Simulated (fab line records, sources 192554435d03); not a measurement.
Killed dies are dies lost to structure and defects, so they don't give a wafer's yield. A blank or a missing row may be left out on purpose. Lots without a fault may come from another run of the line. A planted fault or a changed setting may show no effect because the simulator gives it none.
fab line records | flow n5_finfet
record lots=7 wafers=19 last_day=18
route steps=1938 shown MOL_CONTACT_COAG@569 BEOL_M4@1111
lots that met no fault: from a run of the same line without faults
start_h: hours from the record's first day to the start of the lot's first wafer shown | wait_h: hours since the lot's step before | " the same as in the row above | L1.1+2: a row that stands for several wafers | - no value, or no start given | * or withheld: withheld | < > ~ a bound
route shown NAME@n: a module of which the file shows steps, and the number in the route of the first | usual: mean/standard deviation of fault-free wafers | same: alike in all rows | chamber/n: place in a boat | sites: the reading at each site | _std_site: their standard deviation | _edge_site: outer sites' mean less inner sites' | radius_mm: how far each site lies from the wafer's centre | mask NAME#n: copy n | behind: the tool/chamber that last shaped the wafer | hold: why the lot was held/for how many hours/how that ended | device: the transistor (n, p or np) that didn't switch | end of line: the same wafers' tests at the end of the route | a step without rows: its recipe alone | killed: dies lost to structure and defects at the first sort, not the wafer's yield | map: a wafer's dies, x killed, . not, _ none there
set.NAME: the setting as run; set.NAME@STEP: as run at that earlier step | model.NAME: the simulator's own value behind a step, which no gauge read
lots at some steps of the route; a table a step, a row a wafer
services: from which hour (start_h, from the record's first day; less than 0 if before it) a tool's chamber was out of use, for how many hours, and why
## steps
# step N5_MOL_CONTACT_COAG_SOFTBAKE_79
# recipe temp_c=110 time_s=60 resist=CAR-EUV
# step N5_MOL_CONTACT_COAG_EXPOSE_81
# recipe mask_id=VG na=0.33 source_shape=annular sigma_inner=0.3 sigma_outer=0.7 polarization=unpolarized defocus_nm=0 dose_mj=59.5
# step N5_MOL_CONTACT_COAG_PEB_82
# recipe peb_temp_c=100 peb_time_s=60 resist=CAR-EUV
# step N5_MOL_CONTACT_COAG_DEVELOP_83
# recipe develop_time_s=30 developer=TMAH resist=CAR-EUV rinse_liquid=surfactant_rinse dry=air_spin dev_temp_c=23
# step N5_MOL_CONTACT_COAG_CD_MEAS_84
# recipe target_cd_nm=25.1 landing_energy_ev=500 detector=se_inlens polarity=opening
# usual cd_nm=25.13/0.24
# columns lot.wafer tool chamber start_h wait_h cd_nm
L598.4 cd_sem-03 0 117.18 - 25.05
L598.5 " 0 " " 24.98
L598.6 " 0 " " 25.18
L600.1 cd_sem-02 0 125.56 - 24.91
L600.2 " 0 " " 25.06
L600.4 " 0 " " 25.14
L610.3 cd_sem-03 0 200.31 - 24.96
L610.5 " 0 " " 24.55
L611.1 cd_sem-03 0 202.44 - 25.31
L611.3 " 0 " " 24.99
L611.6 " 0 " " 24.89
L612.1 cd_sem-01 0 204.92 - 24.94
L612.3 " 0 " " 24.83
L614.3 cd_sem-03 0 214.04 - 25.47
L614.4 " 0 " " 25.48
L614.5 " 0 " " 25.24
L618.1 cd_sem-01 0 242.99 - 24.87
L618.4 " 0 " " 25.31
L618.6 " 0 " " 25.53
# step N5_MOL_CONTACT_COAG_OVL_MEAS_85
# recipe points_per_wafer=522
# usual VG_OVL=-0.2/0.68
# columns lot.wafer tool chamber start_h wait_h VG_OVL[nm]
L598.4 overlay-01 0 117.23 0.0 1.1
L598.5 " 0 " " -0.8
L598.6 " 0 " " 1.3
L600.1 overlay-01 0 125.59 0.0 -0.5
L600.2 " 0 " " -0.7
L600.4 " 0 " " -0.6
L610.3 overlay-01 0 200.35 0.0 0.2
L610.5 " 0 " " 0.1
L611.1 overlay-02 0 202.47 0.0 -0.5
L611.3 " 0 " " -0.9
L611.6 " 0 " " -0.4
L612.1 overlay-02 0 204.95 0.0 -0.5
L612.3 " 0 " " 0.2
L614.3 overlay-01 0 214.08 0.0 0.4
L614.4 " 0 " " 0.9
L614.5 " 0 " " -0.3
L618.1 overlay-02 0 243.02 0.0 -0.8
L618.4 " 0 " " 0.3
L618.6 " 0 " " 0.0
# step N5_MOL_CONTACT_COAG_INSPECT_57
# recipe mode=adi inspect_instrument=brightfield
# usual raw_defect_count=200/51
# columns lot.wafer tool chamber start_h wait_h raw_defect_count
L598.4 defect_inspect-01 - 117.27 0.0 153
L598.5 " - " " 151
L598.6 " - " " 133
L600.1 defect_inspect-01 - 125.65 0.1 189
L600.2 " - " " 151
L600.4 " - " " 205
L610.3 defect_inspect-01 - 200.40 0.0 137
L610.5 " - " " 125
L611.1 defect_inspect-02 - 202.52 0.1 188
L611.3 " - " " 238
L611.6 " - " " 244
L612.1 defect_inspect-01 - 205.00 0.1 183
L612.3 " - " " 164
L614.3 defect_inspect-01 - 214.39 0.3 123
L614.4 " - " " 176
L614.5 " - " " 158
L618.1 defect_inspect-02 - 243.07 0.1 202
L618.4 " - " " 225
L618.6 " - " " 203
# step N5_MOL_CONTACT_COAG_DESCUM_88
# recipe chemistry=O2 time_s=7 source_power_w=50 bias_power_w=20 pressure_mtorr=20 rf_frequency_hz=2.712e+07 temp_c=40 resist=CAR-EUV o2_flow_sccm=225
# usual bias_power_w=20.00/0.065 drypump_motor_current_A=5.6/0.49 oes_product_au=0.80/0.079 rf_vpp_V=243.3/1.3 showerhead_plenum_p_Torr=2.10/0.075 throttle_valve_pct=20.3/0.32
# columns lot.wafer tool chamber start_h wait_h bias_power_w drypump_motor_current_A oes_product_au rf_hours_counter_h rf_vpp_V showerhead_plenum_p_Torr throttle_valve_pct
L598.4 rie_diel-02 0 117.30 0.0 20.00 5.7 0.86 48 243.1 2.05 20.1
L598.5 " 2 " " 19.93 5.3 0.92 - 245.0 2.25 20.1
L598.6 " 1 " " 20.00 6.0 0.72 - 245.2 2.17 20.5
L600.1 rie_diel-02 3 125.68 0.0 20.08 5.8 0.82 92 243.6 2.11 20.1
L600.2 " 1 " " 20.05 6.0 0.71 197 245.7 2.16 20.5
L600.4 " 0 " " 19.92 5.7 0.86 50 242.4 2.05 20.1
L610.3 rie_diel-02 0 201.49 1.1 20.02 5.7 0.83 75 240.8 2.04 20.1
L610.5 " 1 " " 19.94 6.0 0.70 - 243.6 2.16 20.5
L611.1 rie_diel-05 0 203.57 1.0 19.98 5.3 0.80 113 242.1 2.02 20.1
L611.3 " 1 " " 19.94 4.8 0.90 24 242.3 2.05 19.8
L611.6 " 1 " " 19.94 4.8 0.90 - 242.3 2.05 19.8
L612.1 rie_diel-05 2 206.76 1.8 20.03 5.6 0.78 120 243.4 2.10 20.3
L612.3 " 0 " " 20.07 5.3 0.79 115 241.8 2.02 20.1
L614.3 rie_diel-05 2 214.60 0.2 19.96 5.6 0.77 126 243.6 2.10 20.4
L614.4 " 1 " " 19.95 4.8 0.89 - 241.1 2.05 19.8
L614.5 " 0 " " 20.02 5.3 0.79 - 240.6 2.02 20.2
L618.1 rie_diel-06 3 243.11 0.0 19.93 6.6 0.70 233 244.3 2.18 20.9
L618.4 " 1 " " 19.99 5.1 0.97 1 244.2 2.05 20.0
L618.6 " 0 " " 20.13 5.0 0.87 - 246.5 2.22 20.1
# step N5_MOL_CONTACT_COAG_ETCH_89
# recipe chemistry=N2/H2 target=underlayer target_depth_a=130 mask_material=CAR-EUV time_s=10.4 ion_energy_ev=200 pressure_mtorr=30 source_w=840 bias_w=150 n2_flow_sccm=200 h2_flow_sccm=200 ends=cleared
# usual drypump_motor_current_A=5.6/0.48 etch_rf_on_time_s=10.49/0.26 h2_flow_sccm=200.0/0.65 n2_flow_sccm=200.1/0.6 oes_product_au=0.68/0.069 rf_vpp_V=523.9/2.5 showerhead_plenum_p_Torr=2.55/0.086 throttle_valve_pct=17.6/0.31
# columns lot.wafer tool chamber start_h wait_h drypump_motor_current_A etch_rf_on_time_s h2_flow_sccm n2_flow_sccm oes_product_au rf_hours_counter_h rf_vpp_V showerhead_plenum_p_Torr throttle_valve_pct
L598.4 rie_diel-02 0 117.33 0.0 5.7 10.28 200.3 200.9 0.73 48 520.5 2.48 17.3
L598.5 " 2 " " 5.3 10.55 199.7 200.6 0.80 - 526.8 2.70 17.2
L598.6 " 1 " " 6.0 10.57 199.7 200.4 0.62 - 527.0 2.63 18.0
L600.1 rie_diel-02 3 125.72 0.0 5.8 10.40 200.1 200.1 0.69 92 523.8 2.57 17.7
L600.2 " 1 " " 6.0 10.47 200.2 199.4 0.63 197 525.7 2.63 18.0
L600.4 " 0 " " 5.7 10.14 200.4 200.0 0.74 50 522.5 2.48 17.3
L610.3 rie_diel-02 0 201.52 0.0 5.7 10.18 199.7 199.5 0.71 75 520.4 2.47 17.4
L610.5 " 1 " " 6.0 10.47 200.2 198.9 0.60 - 527.2 2.62 18.0
L611.1 rie_diel-05 0 203.60 0.0 5.3 10.94 199.9 200.7 0.66 113 521.5 2.46 17.7
L611.3 " 1 " " 4.9 10.47 200.3 200.6 0.76 24 521.3 2.49 17.1
L611.6 " 1 " " 4.9 10.41 200.2 199.7 0.77 - 522.2 2.49 17.2
L612.1 rie_diel-05 2 206.79 0.0 5.6 10.71 200.0 199.1 0.66 120 523.4 2.55 17.7
L612.3 " 0 " " 5.2 10.81 200.5 199.6 0.66 115 521.0 2.46 17.7
L614.3 rie_diel-05 2 214.64 0.0 5.6 10.82 199.1 201.4 0.66 126 525.0 2.55 17.8
L614.4 " 1 " " 4.8 10.50 198.9 200.9 0.76 - 523.9 2.48 17.2
L614.5 " 0 " " 5.3 11.00 198.9 200.7 0.65 - 522.0 2.45 17.7
L618.1 rie_diel-06 3 243.14 0.0 6.6 10.92 199.5 200.6 0.58 233 526.3 2.60 18.0
L618.4 " 1 " " 5.1 9.95 199.9 200.1 0.84 1 521.7 2.50 17.4
L618.6 " 0 " " 5.0 10.14 199.7 198.7 0.74 - 527.8 2.69 17.5
# step N5_MOL_CONTACT_COAG_ETCH_90
# recipe chemistry=CF4 target=SiARC target_depth_a=130 mask_material=CAR-EUV time_s=21.7 ion_energy_ev=80 pressure_mtorr=40 source_w=545 bias_w=36 Ar_flow_sccm=100 cf4_flow_sccm=100 ends=cleared
# usual drypump_motor_current_A=5.6/0.49 etch_rf_on_time_s=21.8/0.56 oes_product_au=0.68/0.068 rf_vpp_V=184.0/1.2 showerhead_plenum_p_Torr=2.15/0.066 throttle_valve_pct=15.4/0.31
# columns lot.wafer tool chamber start_h wait_h drypump_motor_current_A etch_rf_on_time_s oes_product_au rf_hours_counter_h rf_vpp_V showerhead_plenum_p_Torr throttle_valve_pct
L598.4 rie_diel-02 0 117.35 0.0 5.7 21.2 0.74 48 183.6 2.10 15.2
L598.5 " 2 " " 5.3 22.3 0.77 - 185.1 2.27 15.1
L598.6 " 1 " " 6.0 22.0 0.62 - 186.3 2.20 15.6
L600.1 rie_diel-02 3 125.74 0.0 5.8 21.6 0.70 92 184.6 2.16 15.3
L600.2 " 1 " " 6.0 21.9 0.62 197 184.2 2.20 15.7
L600.4 " 0 " " 5.7 21.1 0.74 50 183.4 2.10 15.2
L610.3 rie_diel-02 0 201.54 0.0 5.7 21.0 0.72 75 183.1 2.09 15.3
L610.5 " 1 " " 6.0 22.0 0.61 - 184.5 2.19 15.7
L611.1 rie_diel-05 0 203.62 0.0 5.2 22.5 0.67 113 183.7 2.07 15.3
L611.3 " 1 " " 4.8 21.6 0.77 24 184.1 2.11 15.0
L611.6 " 1 " " 4.8 21.3 0.78 - 183.1 2.11 15.1
L612.1 rie_diel-05 2 206.81 0.0 5.7 22.2 0.66 120 184.7 2.15 15.5
L612.3 " 0 " " 5.2 22.2 0.67 115 183.6 2.07 15.3
L614.3 rie_diel-05 2 214.66 0.0 5.6 22.6 0.65 126 184.1 2.15 15.5
L614.4 " 1 " " 4.8 21.5 0.76 - 183.6 2.10 15.1
L614.5 " 0 " " 5.3 22.7 0.66 - 181.8 2.07 15.3
L618.1 rie_diel-06 3 243.16 0.0 6.6 22.5 0.59 233 185.8 2.20 15.9
L618.4 " 1 " " 5.1 20.5 0.84 1 183.9 2.11 15.2
L618.6 " 0 " " 4.9 21.3 0.74 - 185.7 2.26 15.3
# step N5_MOL_CONTACT_COAG_ALD_131
# recipe material=SiO2 target_thk_a=50 temp_c=100 ald_precursor_family=BDEAS ald_co_reactant=O2-plasma pulse_time_s=1 co_reactant_pulse_time_s=1 purge_time_s=2 co_reactant_purge_time_s=2 ald_cycles=35 pressure_torr=2
# usual heater_power_w=76/11 precursor_pulse_height_rel=0.996/0.02
# columns lot.wafer tool chamber start_h wait_h heater_power_w precursor_pulse_height_rel
L598.4 ald_sin-04 2 117.43 0.1 82 0.996
L598.5 " 3 " " 62 0.974
L598.6 " 2 " " 84 0.993
L600.1 ald_sin-01 2 125.82 0.1 89 0.997
L600.2 " 3 " " 88 1.000
L600.4 " 0 " " 76 1.014
L610.3 ald_sin-01 1 201.67 0.1 67 0.981
L610.5 " 0 " " 82 0.954
L611.1 ald_sin-04 2 203.74 0.1 84 1.002
L611.3 " 0 " " 87 1.013
L611.6 " 3 " " 61 0.984
L612.1 ald_sin-01 0 206.89 0.1 82 0.970
L612.3 " 2 " " 92 1.010
L614.3 ald_sin-01 0 214.87 0.2 82 0.958
L614.4 " 1 " " 65 0.980
L614.5 " 2 " " 90 1.005
L618.1 ald_sin-04 2 243.24 0.1 83 1.018
L618.4 " 1 " " 71 1.015
L618.6 " 1 " " 72 0.976
# step N5_MOL_CONTACT_COAG_ETCHBACK_132
# recipe chemistry=CHF3 target=SiO2 target_depth_a=100 time_s=6.7 ion_energy_ev=200 pressure_mtorr=30 source_w=610 bias_w=170 Ar_flow_sccm=200 CHF3_flow_sccm=50
# usual drypump_motor_current_A=5.5/0.46 oes_product_au=0.80/0.078 rf_vpp_V=524/14 showerhead_plenum_p_Torr=2.39/0.066 throttle_valve_pct=18.52/0.29
# columns lot.wafer tool chamber start_h wait_h drypump_motor_current_A oes_product_au rf_hours_counter_h rf_vpp_V showerhead_plenum_p_Torr throttle_valve_pct
L598.4 rie_diel-05 3 117.63 0.1 5.4 0.68 219 524 2.37 18.72
L598.5 " 3 " " 5.4 0.70 - 525 2.37 18.72
L598.6 " 0 " " 5.3 0.82 - 513 2.33 18.46
L600.1 rie_diel-02 1 126.00 0.1 6.0 0.73 197 546 2.45 18.75
L600.2 " 0 " " 5.7 0.87 50 526 2.33 18.32
L600.4 " 3 " " 5.8 0.82 92 519 2.40 18.46
L610.3 rie_diel-02 1 201.86 0.1 6.0 0.71 222 546 2.44 18.79
L610.5 " 2 " " 5.3 0.87 - 549 2.50 18.12
L611.1 rie_diel-02 0 204.05 0.2 5.7 0.83 76 526 2.32 18.37
L611.3 " 3 " " 5.8 0.80 117 516 2.39 18.50
L611.6 " 3 " " 5.8 0.81 - 516 2.39 18.50
L612.1 rie_diel-02 0 207.16 0.2 5.7 0.83 77 526 2.32 18.38
L612.3 " 2 " " 5.3 0.87 50 548 2.50 18.14
L614.3 rie_diel-05 2 215.05 0.1 5.6 0.76 126 527 2.40 18.70
L614.4 " 0 " " 5.2 0.78 - 514 2.32 18.53
L614.5 " 2 " " 5.7 0.76 - 528 2.40 18.70
L618.1 rie_diel-06 0 243.46 0.1 5.0 0.87 71 537 2.51 18.40
L618.4 " 2 " " 6.4 0.69 244 500 2.26 19.38
L618.6 " 3 " " 6.6 0.69 - 530 2.43 18.91
# step N5_MOL_CONTACT_COAG_ETCH_91
# recipe chemistry=N2/H2 target=SOC target_depth_a=600 overetch_a=210 mask_material=SiARC temp_c=40 time_s=101.2 ion_energy_ev=200 pressure_mtorr=30 source_w=840 bias_w=150 n2_flow_sccm=200 h2_flow_sccm=200
# usual drypump_motor_current_A=5.5/0.47 h2_flow_sccm=200.1/0.55 n2_flow_sccm=200.0/0.54 oes_product_au=0.67/0.064 rf_vpp_V=524.0/2.4 run_length_s=124.4/0.48 showerhead_plenum_p_Torr=2.54/0.081 throttle_valve_pct=17.60/0.29
# columns lot.wafer tool chamber start_h wait_h drypump_motor_current_A h2_flow_sccm n2_flow_sccm oes_product_au rf_hours_counter_h rf_vpp_V run_length_s showerhead_plenum_p_Torr throttle_valve_pct model.SiARC_of_MOL_CONTACT_COAG_COAT_76.thk_nm
L598.4 rie_diel-05 3 117.66 0.0 5.4 199.3 199.8 0.59 219 523.3 124.8 2.52 17.83 5.8
L598.5 " 3 " " 5.4 200.1 200.0 0.59 - 522.5 124.7 2.52 17.83 5.8
L598.6 " 0 " " 5.2 199.9 199.5 0.69 - 522.4 125.0 2.47 17.58 6
L600.1 rie_diel-02 1 126.03 0.0 6.0 200.7 200.1 0.61 197 525.4 124.1 2.63 17.93 5.8
L600.2 " 0 " " 5.7 199.9 200.3 0.71 50 521.6 124.3 2.48 17.30 5.6
L600.4 " 3 " " 5.8 201.0 199.3 0.69 92 525.6 124.4 2.57 17.64 5.8
L610.3 rie_diel-02 1 201.90 0.0 6.0 199.1 200.2 0.51 222 526.8 165.5 2.62 17.97 4
L610.5 " 2 " " 5.4 200.7 199.7 0.74 - 528.0 125.5 2.69 17.27 5.8
L611.1 rie_diel-02 0 204.08 0.0 5.7 200.4 200.0 0.69 76 521.1 124.3 2.46 17.36 5.6
L611.3 " 3 " " 5.8 199.9 199.5 0.56 117 523.6 165.8 2.56 17.66 4.2
L611.6 " 3 " " 5.8 200.2 199.5 0.56 - 523.1 165.6 2.56 17.66 4.2
L612.1 rie_diel-02 0 207.20 0.0 5.7 200.3 200.3 0.68 77 522.3 124.0 2.46 17.35 5.6
L612.3 " 2 " " 5.4 201.0 200.4 0.61 50 528.5 167.1 2.69 17.24 4
L614.3 rie_diel-05 2 215.08 0.0 5.6 199.8 200.7 0.65 126 525.0 123.5 2.55 17.73 6
L614.4 " 0 " " 5.3 199.8 199.2 0.66 - 521.0 124.9 2.45 17.65 6
L614.5 " 2 " " 5.6 200.1 200.0 0.66 - 525.8 123.7 2.55 17.70 5.8
L618.1 rie_diel-06 0 243.50 0.0 5.0 200.6 201.3 0.72 71 526.7 124.1 2.69 17.46 5.6
L618.4 " 2 " " 6.5 199.8 200.1 0.58 244 518.7 124.7 2.39 18.34 6
L618.6 " 3 " " 6.7 199.7 201.1 0.58 - 524.5 124.4 2.59 17.96 6
# step N5_MOL_CONTACT_COAG_STRIP_92
# recipe chemistry=N2/H2 temp_c=40 n2_flow_sccm=200 h2_flow_sccm=200 rf_frequency_hz=6e+07
# step N5_BEOL_M4_RC_MEAS_101
# usual DIBL_N=36.5/1.4 DIBL_P=36.6/1.9 IOFF_N=0.167/0.029 IOFF_P=0.21/0.033 ION_N=674/12 ION_P=460/8.9 SS_N=71.6/0.57 SS_P=73.4/0.61 VT_N=249/3.3 VT_P=-250/3.3
# columns lot.wafer tool chamber start_h wait_h DIBL_N[mV/V] DIBL_P[mV/V] IOFF_N[nA/um] IOFF_P[nA/um] ION_N[uA/um] ION_P[uA/um] SS_N[mV/dec] SS_P[mV/dec] VT_N[mV] VT_P[mV]
L598.4 prober-02 0 181.71 0.5 35.8 35.8 0.140 0.21 670 461 71.5 73.5 254 -252
L598.5 " 0 " " 36.9 38.3 0.173 0.25 686 469 71.6 73.7 247 -249
L598.6 " 0 " " 36.0 36.5 0.156 0.22 675 463 71.0 73.2 251 -249
L600.1 prober-01 0 195.80 0.0 33.3 32.2 0.110 0.16 649 460 69.8 72.3 254 -251
L600.2 " 0 " " 35.8 34.8 0.144 0.21 661 459 71.8 73.1 253 -249
L600.4 " 0 " " 37.9 37.2 0.194 0.23 666 456 71.6 73.8 245 -248
L610.3 prober-01 0 266.05 0.3 39.7 39.8 0.224 0.25 676 455 72.4 74.5 248 -249
L610.5 " 0 " " 37.9 39.0 0.195 0.22 678 460 72.5 74.1 249 -250
L611.1 prober-01 0 268.40 0.0 37.2 36.0 0.143 0.17 645 444 71.6 73.7 252 -257
L611.3 " 0 " " 38.2 37.0 0.149 0.17 659 447 71.8 72.9 252 -257
L611.6 " 0 " " 38.0 36.6 0.152 0.17 665 445 71.4 72.8 250 -256
L612.1 prober-02 0 269.21 0.0 38.8 39.3 0.201 0.22 677 452 72.3 73.5 248 -252
L612.3 " 0 " " 38.2 38.8 0.181 0.21 666 450 71.6 74.3 246 -253
L614.3 prober-02 0 287.07 0.3 38.7 38.4 0.205 0.22 686 457 71.3 74.2 245 -250
L614.4 " 0 " " 37.2 38.2 0.190 0.21 698 470 71.8 73.4 246 -251
L614.5 " 0 " " 38.9 39.4 0.218 0.24 693 463 72.1 75.1 245 -250
L618.1 prober-01 0 308.55 0.0 40.7 41.6 0.277 0.33 690 470 73.3 75.1 240 -244
L618.4 " 0 " " 35.2 34.5 0.134 0.19 649 447 72.0 72.4 253 -250
L618.6 " 0 " " 35.7 35.9 0.154 0.22 669 458 71.7 72.8 249 -250
## services
# columns tool chamber start_h hours kind
rie_diel-02 0 122.41 2.5 repair
ald_sin-04 1 126.36 4.3 repair
rie_diel-05 1 129.72 - clean
rie_diel-05 1 129.72 - consumable_replace:focus_ring
rie_diel-05 1 129.72 12.8 scheduled_down
rie_diel-05 1 129.72 12.8 vent_cycle
rie_diel-02 0 151.41 1.6 repair
ald_sin-01 0 155.73 9.2 repair
ald_sin-01 1 159.89 16.0 repair
rie_diel-06 2 168.37 33.9 repair
ald_sin-01 - 176.75 14.0 pm
ald_sin-01 0 176.75 14.0 vent_cycle
ald_sin-01 1 176.75 14.0 vent_cycle
ald_sin-01 2 176.75 14.0 vent_cycle
rie_diel-06 - 195.13 28.1 pm
rie_diel-05 3 198.03 - clean
rie_diel-05 3 198.03 - consumable_replace:focus_ring
rie_diel-05 3 198.03 19.4 scheduled_down
rie_diel-05 3 198.03 19.4 vent_cycle
ald_sin-04 - 206.12 6.1 pm
rie_diel-06 1 223.23 - clean
rie_diel-06 1 223.23 - consumable_replace:focus_ring
rie_diel-06 1 223.23 18.1 scheduled_down
rie_diel-06 1 223.23 18.1 vent_cycle
## key
first_sign step=N5_MOL_CONTACT_COAG_ETCH_91 reading=run_length_s direction=up sigmas=87 usual=* struck=*
effect step=N5_MOL_CONTACT_COAG_ETCH_91 reading=oes_product_au direction=down sigmas=1.8 usual=0.67 struck=0.56
model_effect step=N5_MOL_CONTACT_COAG_ETCH_91 value=SiARC_of_MOL_CONTACT_COAG_COAT_76.thk_nm without=5.75 struck=4.1
met_at N5_MOL_CONTACT_COAG_ETCH_91
struck_wafers L610.3,L611.3,L611.6,L612.3
onset_between 126.03 201.90
fault kind=process_parameter_drift tool=rie_diel-02 chamber=- onset_h=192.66 steps=N5_MOL_CONTACT_COAG_ETCH_91 channel=time_s offset=* shape=step end_h=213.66 scope=struck_wafers_only acts_in=* stated=*
